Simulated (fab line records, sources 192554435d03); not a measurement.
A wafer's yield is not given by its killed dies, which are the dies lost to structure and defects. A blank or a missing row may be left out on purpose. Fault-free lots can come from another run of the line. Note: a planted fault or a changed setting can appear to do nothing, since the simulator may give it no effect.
Comparing a struck lot with a sound one ; flow n5 finfet ; 15 steps out of a route of 1938
Sound: wafers L871.1, L871.3, L871.6. The struck wafers were L867.2, L867.6. The cause comes at the end.
Per side, at each step with rows, come the tool, then ch with its chambers, and then its first start. Under that, the readings that differ: sound wafers ; struck wafers ; difference of the means ; sigmas: that difference in standard deviations of wafers without a fault.
alike: same words and numbers on both sides, and readings whose means sit less than 2 such deviations apart. not compared: any withheld reading, any reading some wafer has no value for, any bound like >300 that may hide the same value, and any number with overlapping values for which the record gives no deviation.
The two part at a step that has a row with sigmas, a row that says differs or no value, or rows on one side only. When numbers do not overlap yet have no deviation, they are printed without sigmas and do not part them. Lack of a reading on every wafer of one side parts them only where that side has two or more wafers.

first, 1 step without rows for these wafers: N5_BEOL_M1_DEVELOP_27 (develop time 30 s).
N5_BEOL_M1_CD_MEAS_28: target cd y 23.3 nm.
  sound on cd sem-02 ch 0, day 11 04:02; struck on cd sem-02 ch 0, day 10 15:05
  alike: cd nm
N5_BEOL_M1_OVL_MEAS_29:
  sound on overlay-02 ch 0, day 11 04:04; struck on overlay-01 ch 0, day 10 15:07
  alike: V0_OVL
N5_BEOL_M1_INSPECT_30: inspects for defects (brightfield).
  sound on defect inspect-01, day 11 04:08; struck on defect inspect-01, day 10 15:10
  alike: raw defect count
then, 1 step without rows for these wafers: N5_BEOL_M1_DESCUM_33 (chemistry O2, time 7 s).
N5_BEOL_M1_ETCH_77: etches underlayer in N2/H2, target depth 6.5 nm, time 5.2 s.
  sound on rie diel-04 ch 1,2, day 11 04:18; struck on rie diel-04 ch 0,2, day 10 15:14
  alike: drypump motor current A, etch rf on time s, n2 flow sccm, oes product au, rf vpp V, showerhead plenum p Torr, throttle valve pct
  not compared: rf hours counter h
N5_BEOL_M1_ETCH_69: etches SiARC in CF4, target depth 15.6 nm, time 26 s.
  sound on rie diel-04 ch 1,2, day 11 04:19; struck on rie diel-04 ch 0,2, day 10 15:16
  alike: drypump motor current A, etch rf on time s, oes product au, rf vpp V, showerhead plenum p Torr, throttle valve pct
  not compared: rf hours counter h
N5_BEOL_M1_ALD_98: deposits SiO2, target thk 2.5 nm, pulse time 1 s, co reactant pulse time 1 s.
  sound on ald sin-02 ch 1,2, day 11 04:24; struck on ald sin-01 ch 0,3, day 10 15:20
  alike: heater power w, precursor pulse height rel
N5_BEOL_M1_ETCHBACK_99: etches SiO2 in CHF3, target depth 5 nm, time 10.4 s.
  sound on rie diel-04 ch 1,3, day 11 16:55; struck on rie diel-03 ch 1,2, day 10 17:30
  alike: drypump motor current A, oes product au, rf vpp V, showerhead plenum p Torr, throttle valve pct
  not compared: rf hours counter h
N5_BEOL_M1_ETCH_70: etches SOC in N2/H2, target depth 80 nm, overetch 16 nm, time 120 s.
  sound on rie diel-04 ch 1,3, day 11 16:58; struck on rie diel-03 ch 1,2, day 10 17:32
  alike: drypump motor current A, n2 flow sccm, oes product au, rf vpp V, showerhead plenum p Torr, throttle valve pct
  not compared: rf hours counter h
then, 2 steps without rows for these wafers: N5_BEOL_M1_STRIP_71 (strips in N2/H2); N5_BEOL_M1_STRIP_78 (strips in N2/H2).
N5_BEOL_M1_VIA_ETCH_34: etches the open film in C4F6/O2, target depth 67.8 nm, time 64.4 s.
  sound on rie diel-04 ch 1,3, day 11 17:04; struck on rie diel-03 ch 1,2, day 10 17:38
reading;sound;struck;difference;sigmas
oes product au (a.u.);0.99 0.76 0.76;0.97 1.25;+0.27;+3
model.etch.depth nm (nm);68.68 66.18 66.26;99.6 102.9;+34.2;
model.SOC_of_BEOL_M1_COAT_67.thk nm (nm);52 52.2 52.2;47.8 48;-4.2;
  alike: drypump motor current A, oes_o_777_au, rf vpp V, showerhead plenum p Torr, throttle valve pct
  not compared: rf hours counter h, model.BEOL_M1.cd nm
then, 1 step without rows for these wafers: N5_BEOL_M1_STRIP_83 (strips in C4F6/O2).
N5_BEOL_M4_RC_MEAS_101:
  sound on prober-02 ch 0, day 13 17:04; struck on prober-02 ch 0, day 12 12:37
reading;sound;struck;difference;sigmas
DIBL_N (mV/V);39.0 35.9 38.1;35.3 32.5;-3.8;-2
  alike: DIBL_P, IOFF_N, IOFF_P, ION_N, ION_P, SS_N, SS_P, VT_N, VT_P

WHERE THEY PART
Earliest at N5_BEOL_M1_VIA_ETCH_34; latest, in this record, at N5_BEOL_M4_RC_MEAS_101.

WHY: whatever the simulator had introduced
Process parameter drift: rie diel-03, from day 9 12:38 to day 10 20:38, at N5_BEOL_M1_VIA_ETCH_34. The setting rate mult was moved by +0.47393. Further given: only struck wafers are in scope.
